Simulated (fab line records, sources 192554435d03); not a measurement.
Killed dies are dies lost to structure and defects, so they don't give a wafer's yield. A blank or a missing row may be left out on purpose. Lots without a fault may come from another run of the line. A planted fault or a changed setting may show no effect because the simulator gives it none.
A struck lot beside a sound one | flow n5_finfet | 16 steps out of a route of 1938
Sound: wafers L517.1, L517.4, L517.6. Struck: wafers L525.1, L525.6. (L525.3 of the same lot was not struck and is left out.) The cause comes at the end.
At each step with rows: each side's tool, then ch and its chambers, then its first start. Under that, the readings that differ: sound wafers | struck wafers | difference of the means | sigmas: that difference in standard deviations of wafers without a fault.
alike: readings whose means differ by less than 2 such deviations, and words and numbers that are the same on both sides. not compared: withheld readings, readings that some wafer has no value for, bounds like >300 that may hide the same value, and numbers for which the record gives no deviation and whose values overlap.
The two part at a step that has a row with sigmas, a row that says differs or no value, or rows on one side only. Numbers that don't overlap but have no deviation are shown without sigmas and don't part them. A reading that every wafer of one side lacks parts them only if that side has two wafers or more.

N5_BEOL_M3_ETCH_41: etches SiCN in CH3F/O2, target depth 29.9 nm, time 52.5 s.
  sound on rie_diel-01 ch 0,1,2; struck on rie_diel-02 ch 1,3
  alike: drypump_motor_current_A, oes_product_au, rf_vpp_V, showerhead_plenum_p_Torr, throttle_valve_pct
  not compared: rf_hours_counter_h
N5_BEOL_M3_STRIP_97: strips in N2/H2, time 10 s.
  sound on rie_diel-01 ch 0,1,2; struck on rie_diel-02 ch 1,3
  reading      | sound          | struck    | difference | sigmas
  rf_vpp_V (V) | 58.2 57.7 58.4 | 60.5 59.5 | +1.9       | +2
  alike: drypump_motor_current_A, oes_product_au, showerhead_plenum_p_Torr, throttle_valve_pct
  not compared: rf_hours_counter_h
N5_BEOL_M3_OCD_MEAS_38:
  sound on ocd-02, day 9 07:26; struck on ocd-01, day 12 06:58
  alike: trench_depth_nm
then, 4 steps without rows for these wafers: N5_BEOL_M3_HM_STRIP_39 (strips TiN in peroxide tin strip, target depth 25 nm, time 158 s); N5_BEOL_M3_SRD_40 (time 30 s); N5_BEOL_M3_PRECLEAN_42 (cleans in residue remover, time 60 s); N5_BEOL_M3_SRD_43 (time 30 s).
N5_BEOL_M3_CD_MEAS_35: target cd 18 nm, target cd y 21 nm.
  sound on cd_sem-02, day 9 07:35; struck on cd_sem-03, day 12 07:07
  alike: cd_nm
N5_BEOL_M3_DEGAS_44: time 60 s.
  sound on pvd_sputter-03, day 9 07:48; struck on pvd_sputter-01, day 12 07:40
  alike: heater_power_w
N5_BEOL_M3_PRE_CLEAN_45: time 30 s.
  sound on pvd_sputter-03, day 9 07:50; struck on pvd_sputter-01, day 12 07:42
  alike: heater_power_w
N5_BEOL_M3_ALD_84: deposits TaN, pulse time 2 s, purge time 3 s, co reactant purge time 2 s.
  sound on ald_metal-02 ch 0,1,3, day 9 07:54; struck on ald_metal-01 ch 1,3, day 12 07:46
  alike: heater_power_w
then, 1 step without rows for these wafers: N5_BEOL_M3_SURFACE_TREAT_85.
N5_BEOL_M3_CVD_47: deposits Co from CCTBA/H2, target thk 3 nm, time 223.8 s.
  sound on cvd_co-01 ch 0,1, day 9 08:13; struck on cvd_co-02 ch 2, day 12 08:32
  reading          | sound             | struck      | difference | sigmas
  run_length_s (s) | 246.1 245.8 246.3 | 327.9 328.2 | +82.0      | +99 or more
then, 1 step without rows for these wafers: N5_BEOL_M3_SPUTTER_48 (material Cu, target thk 4.5 nm, time 8.29 s).
N5_BEOL_M4_RC_MEAS_101:
  sound on prober-01 ch 0, day 10 20:59; struck on prober-01 ch 0, day 13 03:56
  reading        | sound          | struck    | difference | sigmas
  IOFF_P (nA/um) | 0.15 0.17 0.17 | 0.24 0.27 | +0.09      | +2
  VT_P (mV)      | -255 -257 -255 | -245 -244 | +11        | +3
  alike: DIBL_N, DIBL_P, IOFF_N, ION_N, ION_P, SS_N, SS_P, VT_N
-- the record jumps here: 5 days lie between the struck wafers' starts before and after (it left off in module BEOL_M4 and takes up again in module PASSIVATION, whose first step shown is number 1936 of the route) --
N5_PASSIVATION_PROBE_49:
  sound on prober-02, day 15 13:10; struck on prober-01, day 18 01:21
  reading         | sound | struck | difference | sigmas
  killed_at_other | 0 0 7 | 4 13   | +6         | +2
  alike: defect_limited_yield, killed_at_M0_to_M3, killed_at_M4_up, killed_at_contacts, killed_at_front_end, killed_dies, killed_open, killed_short, sort_bin_5_function, sort_bin_6_memory, sort_bin_8_speed, sort_n_pass, sort_yield_pct

WHERE THEY PART
First at N5_BEOL_M3_STRIP_97; last, within this record, at N5_PASSIVATION_PROBE_49.

WHY: what the simulator had put in
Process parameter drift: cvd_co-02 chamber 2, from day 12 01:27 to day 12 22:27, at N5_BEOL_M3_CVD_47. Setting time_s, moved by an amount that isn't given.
